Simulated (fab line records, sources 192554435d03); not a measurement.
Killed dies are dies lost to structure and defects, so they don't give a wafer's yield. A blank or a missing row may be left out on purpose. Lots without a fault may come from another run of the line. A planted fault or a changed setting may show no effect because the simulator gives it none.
Split-lot experiment | flow n5_finfet | 7 lots, 21 wafers read, on a route of 1938 steps

THE SPLIT
At N5_BEOL_M13_DEP_53 (deposits SiCN from 3MS/NH3, target thk 50 nm, time 17.8 s), the setting time_s was moved away from the recipe's 17.8 s on 7 of the 21 wafers read, by -13.3% to +5.6%. The other wafers ran this setting at the recipe's value.

The reading is taken at the split's own step.

THE READING
SiCN_of_BEOL_M13_DEP_53.thk_nm (the simulator's own value, which no gauge read), in nm, at N5_BEOL_M13_DEP_53 (deposits SiCN from 3MS/NH3, target thk 50 nm, time 17.8 s). The file gives no usual value for it. The 14 wafers here that ran the recipe average 50.0 nm, standard deviation 0.67 nm.

wafer  | tool, chamber at the split | time_s as run, s | against the recipe | SiCN_of_BEOL_M13_DEP_53.thk_nm, nm | against lot-mates on the recipe
L080.2 | pecvd-02, 0                | 17.05            | -4.2%              | 46                                 | -4.2
L080.3 | pecvd-02, 2                | 17.05            | -4.2%              | 47.6                               | -2.6
L080.4 | pecvd-02, 1                | 17.8             | recipe             | 50.2                               | -
L078.2 | pecvd-02, 1                | 17.8             | recipe             | 49.8                               | -
L078.4 | pecvd-02, 1                | 15.44            | -13.3%             | 43.6                               | -6.6
L078.5 | pecvd-02, 2                | 17.8             | recipe             | 50.6                               | -
L083.1 | pecvd-04, 0                | 17.8             | recipe             | 50.2                               | -
L083.3 | pecvd-04, 1                | 17.8             | recipe             | 49                                 | -
L083.6 | pecvd-04, 2                | 16.68            | -6.3%              | 47.6                               | -2.0
L086.1 | pecvd-03, 0                | 17.8             | recipe             | 50                                 | -
L086.5 | pecvd-03, 1                | 18.8             | +5.6%              | 53.6                               | +3.1
L086.6 | pecvd-03, 2                | 17.8             | recipe             | 51                                 | -
L089.1 | pecvd-02, 2                | 17.8             | recipe             | 49.8                               | -
L089.3 | pecvd-02, 0                | 17.8             | recipe             | 48.6                               | -
L089.6 | pecvd-02, 2                | 17.8             | recipe             | 51.2                               | -
L094.2 | pecvd-02, 0                | 16.68            | -6.3%              | 45.6                               | -4.0
L094.4 | pecvd-02, 2                | 17.8             | recipe             | 49.6                               | -
L094.6 | pecvd-02, 1                | 16.68            | -6.3%              | 46.6                               | -3.0
L092.2 | pecvd-04, 0                | 17.8             | recipe             | 49.8                               | -
L092.3 | pecvd-04, 0                | 17.8             | recipe             | 50.4                               | -
L092.6 | pecvd-04, 0                | 17.8             | recipe             | 50.2                               | -

THE FIT
A straight line over all 21 wafers: SiCN_of_BEOL_M13_DEP_53.thk_nm changes by +0.542 nm for each +1% of time_s; r = +0.94; the points scatter about the line by 0.8 nm.
The same after taking each lot's own level away (the mean of its wafers on the recipe; 21 wafers): +0.521 nm for each +1%; r = +0.94; scatter 0.78 nm.
On that fit, the largest move of time_s shifts the reading by 6.9 nm.
The lots' own levels span 49.60 to 50.50 nm, that is 1.3 times the standard deviation above.
So the lot-to-lot level changes the slope little: the two slopes agree.
Check: with one of the wafers moved furthest among these (-13.3%) left out of the fit, the line predicts -7.3 nm for it against its lot-mates. It came out at -6.6 nm against them.

OTHER SPLITS ON THESE WAFERS
These wafers also went through other splits before the reading. Each is held against what the fit with the lots' levels taken away leaves over:
other split on the same wafers    | wafers away from the commonest value | r with SiCN_of_BEOL_M13_DEP_53.thk_nm (lot level and that fit taken away)
N5_BEOL_M9_TRENCH_ETCH_37 bias_w  | 9                                    | +0.00
N5_BEOL_M10_ETCH_41 source_w      | 4                                    | -0.09
N5_BEOL_M11_PEB_26 peb_time_s     | 8                                    | -0.21
N5_BEOL_M11_TRENCH_ETCH_37 time_s | 6                                    | -0.18
N5_BEOL_M12_ETCH_68 time_s        | 3                                    | +0.03
N5_BEOL_M12_TRENCH_ETCH_34 time_s | 8                                    | +0.09

THE FILE'S OWN FIT
SiCN_of_BEOL_M13_DEP_53.thk_nm changes by +0.506 nm for each +1% of time_s, r = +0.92.
